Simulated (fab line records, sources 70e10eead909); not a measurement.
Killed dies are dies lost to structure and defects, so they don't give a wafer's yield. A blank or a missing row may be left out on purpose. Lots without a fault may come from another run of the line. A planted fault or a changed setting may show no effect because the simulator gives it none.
A struck lot beside a sound one | flow nand_harc | 14 steps out of a route of 1302
Sound: wafers L758.1, L758.2, L758.3. Struck: wafer L773.1. (L773.3, L773.6 of the same lot were not struck and are left out.) The cause comes at the end.
At each step with rows: each side's tool, then ch and its chambers, then its first start. Under that, the readings that differ: sound wafers | struck wafers | difference of the means | sigmas: that difference in standard deviations of wafers without a fault.
alike: readings whose means differ by less than 2 such deviations, and words and numbers that are the same on both sides. not compared: withheld readings, readings that some wafer has no value for, bounds like >300 that may hide the same value, and numbers for which the record gives no deviation and whose values overlap.
The two part at a step that has a row with sigmas, a row that says differs or no value, or rows on one side only. Numbers that don't overlap but have no deviation are shown without sigmas and don't part them. A reading that every wafer of one side lacks parts them only if that side has two wafers or more.

first, 8 steps without rows for these wafers: NHARC_A_CONTACT_COAT_34 (time 75 s); NHARC_A_CONTACT_COAT_35 (time 65 s); NHARC_A_CONTACT_COAT_36 (resist thk 90 nm); NHARC_A_CONTACT_SOFTBAKE_37 (time 55 s); NHARC_A_CONTACT_EBR_38; NHARC_A_CONTACT_EXPOSE_39 (exposes mask A CC 3); NHARC_A_CONTACT_PEB_40 (peb time 65 s); NHARC_A_CONTACT_DEVELOP_41 (develop time 35 s).
NHARC_A_CONTACT_CD_MEAS_42: target cd 300 nm.
  sound on cd_sem-03 ch 0, day 21 15:37; struck on cd_sem-02 ch 0, day 27 08:07
  alike: cd_nm
NHARC_A_CONTACT_OVL_MEAS_43:
  sound on overlay-01, day 21 15:42; struck on overlay-02, day 27 08:13
  alike: overlay_x_nm, overlay_y_nm
NHARC_A_CONTACT_INSPECT_44:
  sound on defect_inspect-01, day 21 15:44; struck on defect_inspect-02, day 27 08:14
  alike: raw_defect_count
NHARC_A_CONTACT_DESCUM_47: chemistry O2, time 3 s.
  sound on rie_diel-08 ch 1,2,3, day 21 15:49; struck on rie_diel-08 ch 0, day 27 08:19
  reading                | sound    | struck | difference | sigmas
  rf_hours_counter_h (h) | 18 20 20 | 13     | -6         |
  alike: drypump_motor_current_A, oes_product_au, rf_vpp_V, showerhead_plenum_p_Torr, throttle_valve_pct
NHARC_A_CONTACT_ETCH_48: etches the open film in CF4, target depth 39 nm, time 65 s.
  sound on rie_diel-08 ch 0,2,3, day 21 15:53; struck on rie_diel-08 ch 0, day 27 08:24
  reading                | sound                | struck | difference | sigmas
  oes_product_au (a.u.)  | 0.995 0.999 1.002    | 0.981  | -0.018     | -2
  rf_hours_counter_h (h) | 19 20 18             | 13     | -6         |
  run_length_s (s)       | 86.61 86.11 86.26    | 69.90  | -16.43     | -57
  throttle_valve_pct (%) | 13.276 13.291 13.286 | 13.250 | -0.034     | -4
  alike: drypump_motor_current_A, rf_vpp_V, showerhead_plenum_p_Torr
  not compared: rf_fwd_power_W
NHARC_A_CONTACT_ETCH_49: etches the open film in N2/H2, target depth 260 nm, time 475.3 s.
  sound on rie_diel-08 ch 1,2,3; struck on rie_diel-08 ch 3
  reading                | sound    | struck | difference | sigmas
  rf_hours_counter_h (h) | 20 18 20 | 12     | -7         |
  alike: drypump_motor_current_A, oes_product_au, rf_fwd_power_W, rf_vpp_V, run_length_s, showerhead_plenum_p_Torr, throttle_valve_pct

WHERE THEY PART
Only at NHARC_A_CONTACT_ETCH_48, within this record. Later steps at which nothing parts them and some readings are alike: NHARC_A_CONTACT_ETCH_49.

WHY: what the simulator had put in
Process parameter drift: rie_diel-08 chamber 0, from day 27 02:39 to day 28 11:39, at NHARC_A_CONTACT_ETCH_48. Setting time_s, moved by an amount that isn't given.
